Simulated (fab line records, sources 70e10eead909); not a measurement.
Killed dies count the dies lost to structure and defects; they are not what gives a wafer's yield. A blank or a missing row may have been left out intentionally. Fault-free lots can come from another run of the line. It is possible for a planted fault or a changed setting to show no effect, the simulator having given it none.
Which of the tools did it? || flow nand-harc || 7 lots, 21 wafers sampled, at 4 steps of a route of 1159

## WHAT THE GAUGES READ, wafer by wafer
NHARC_P_CONTACT_INSPECT_27.
{"lot": "L335", "measured": "day 6 08:59", "on": "defect-inspect-02", "raw-defect-count": "367 219 594"}
{"lot": "L339", "measured": "day 6 19:46", "on": "defect-inspect-02", "raw-defect-count": "270 248 209"}
{"lot": "L340", "measured": "day 6 23:42", "on": "defect-inspect-02", "raw-defect-count": "641 309 512"}
{"lot": "L346", "measured": "day 9 03:37", "on": "defect-inspect-01", "raw-defect-count": "310 161 242"}
{"lot": "L351", "measured": "day 9 21:13", "on": "defect-inspect-02", "raw-defect-count": "338 245 239"}
{"lot": "L354", "measured": "day 10 12:19", "on": "defect-inspect-02", "raw-defect-count": "195 250 295"}
{"lot": "L357", "measured": "day 11 01:41", "on": "defect-inspect-02", "raw-defect-count": "244 455 424"}

## TOOL THAT RAN EACH LOT (tool first, then ch and the chambers of the sampled wafers, then the start)
{"lot": "L335", "NHARC_P_CONTACT_ETCH_18": "rie-diel-02 ch 2,3, day 6 00:11 or earlier", "NHARC_P_CONTACT_ETCH_31": "rie-diel-02 ch 0,1,2, day 6 00:11", "NHARC_P_CONTACT_CMP_24": "cmp-01 ch 1,2, day 6 08:36"}
{"lot": "L339", "NHARC_P_CONTACT_ETCH_18": "rie-diel-13 ch 0,3, day 6 11:38 or earlier", "NHARC_P_CONTACT_ETCH_31": "rie-diel-13 ch 0,1,3, day 6 11:38", "NHARC_P_CONTACT_CMP_24": "cmp-01 ch 1,3, day 6 19:22"}
{"lot": "L340", "NHARC_P_CONTACT_ETCH_18": "rie-diel-13 ch 0,3, day 6 19:32 or earlier", "NHARC_P_CONTACT_ETCH_31": "rie-diel-13 ch 0,2,3, day 6 19:32", "NHARC_P_CONTACT_CMP_24": "cmp-01 ch 0,1,3, day 6 23:22"}
{"lot": "L346", "NHARC_P_CONTACT_ETCH_18": "rie-diel-13 ch 1,3, day 9 00:04 or earlier", "NHARC_P_CONTACT_ETCH_31": "rie-diel-13 ch 0,1,2, day 9 00:04", "NHARC_P_CONTACT_CMP_24": "cmp-02 ch 2,3, day 9 03:13"}
{"lot": "L351", "NHARC_P_CONTACT_ETCH_18": "rie-diel-13 ch 0,2,3, day 9 15:34 or earlier", "NHARC_P_CONTACT_ETCH_31": "rie-diel-13 ch 1,2, day 9 15:34", "NHARC_P_CONTACT_CMP_24": "cmp-04 ch 1,2, day 9 20:51"}
{"lot": "L354", "NHARC_P_CONTACT_ETCH_18": "rie-diel-13 ch 0,2,3, day 10 08:46 or earlier", "NHARC_P_CONTACT_ETCH_31": "rie-diel-13 ch 0,2,3, day 10 08:46", "NHARC_P_CONTACT_CMP_24": "cmp-02 ch 0,1,2, day 10 11:56"}
{"lot": "L357", "NHARC_P_CONTACT_ETCH_18": "rie-diel-13 ch 0,3, day 10 23:13 or earlier", "NHARC_P_CONTACT_ETCH_31": "rie-diel-13 ch 1,2,3, day 10 23:13", "NHARC_P_CONTACT_CMP_24": "cmp-04 ch 0,1,3, day 11 01:18"}
- NHARC_P_CONTACT_ETCH_18: etches the open film in C4F8/O2/Ar, target depth 481 nm, time 240.5 s.
- NHARC_P_CONTACT_ETCH_31: etches the open film in CH3F/O2, target depth 30 nm, time 85.7 s.
- NHARC_P_CONTACT_CMP_24: polishes, t overpolish 30 s, target thk 200 nm.

## THE ANSWER, worked out from the rows above alone
Rule: the usual values come from the lots themselves. Put in order of their means at a reading, lots are off if they are a third of the lots or fewer, leave a main group of 4 or more, and stand apart from it by a gap of 3 or more times the standard deviation of the main group's means; of several such gaps the widest counts. A main group whose means are all the same, to the digits that the tables above print for the reading, isn't used. Also off: a lot with no number at a reading for which 4 or more lots have one. The other lots that the step has rows for count as sound.
No lot is off on any of the readings shown, so nothing can be concluded from this.

## WHAT THE SIMULATOR HAD PUT IN
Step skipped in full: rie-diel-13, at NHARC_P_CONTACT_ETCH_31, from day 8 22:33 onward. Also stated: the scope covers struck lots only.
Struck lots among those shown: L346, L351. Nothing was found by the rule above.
